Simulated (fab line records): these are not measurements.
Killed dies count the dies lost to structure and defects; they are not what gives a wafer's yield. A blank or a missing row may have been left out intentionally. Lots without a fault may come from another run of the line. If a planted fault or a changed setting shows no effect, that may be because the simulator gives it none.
Chamber matching :: flow n5_finfet :: 4 sister chambers for N5_FIN_SAQP_SPACER1_ETCHBACK_25 on rie_diel-04
The step etches SiO2 in CHF3/O2, target depth 24.4 nm, time 12.2 s. 4 wafers are shown with their chamber, then 7 later ones without.

## WAFERS, EACH WITH ITS CHAMBER
wafer: L737.2
chamber: 3
showerhead_plenum_p_Torr (Torr): 2.48

wafer: L737.6
chamber: 2
showerhead_plenum_p_Torr (Torr): 2.42

wafer: L738.2
chamber: 1
showerhead_plenum_p_Torr (Torr): 2.38

wafer: L738.3
chamber: 0
showerhead_plenum_p_Torr (Torr): 2.48

## WAFERS WHOSE CHAMBER IS MISSING
wafer: L738.5
showerhead_plenum_p_Torr (Torr): 2.48

wafer: L752.2
showerhead_plenum_p_Torr (Torr): 2.37

wafer: L752.3
showerhead_plenum_p_Torr (Torr): 2.47

wafer: L752.6
showerhead_plenum_p_Torr (Torr): 2.37

wafer: L753.1
showerhead_plenum_p_Torr (Torr): 2.47

wafer: L753.2
showerhead_plenum_p_Torr (Torr): 2.37

wafer: L753.5
showerhead_plenum_p_Torr (Torr): 2.47

## WHICH CHAMBER EACH WENT THROUGH
wafer: L738.5
from the rows above: can't be placed: 0 or 3
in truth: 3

wafer: L752.2
from the rows above: 1
in truth: 1

wafer: L752.3
from the rows above: can't be placed: 0 or 3
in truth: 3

wafer: L752.6
from the rows above: 1
in truth: 1

wafer: L753.1
from the rows above: can't be placed: 0 or 3
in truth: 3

wafer: L753.2
from the rows above: 1
in truth: 1

wafer: L753.5
from the rows above: can't be placed: 0 or 3
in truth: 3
3 of 7 placed correctly. These rows do not allow placing 4 (true chamber among the candidates in 4). 0 placed wrongly.
How it was worked out, from the rows above alone: a wafer's distance from a chamber is the root of the sum, over the readings, of the square of ((its reading less the chamber's mean) divided by the reading's scatter). If the next closest chamber is less than 2 further off than the closest, the wafer can't be placed; otherwise it belongs to the closest. For every chamber, the mean is computed from those of its wafers that are shown. The scatter: with one shown wafer a chamber, the root of the mean of the squares of how far each hidden wafer lies from its nearest shown one.
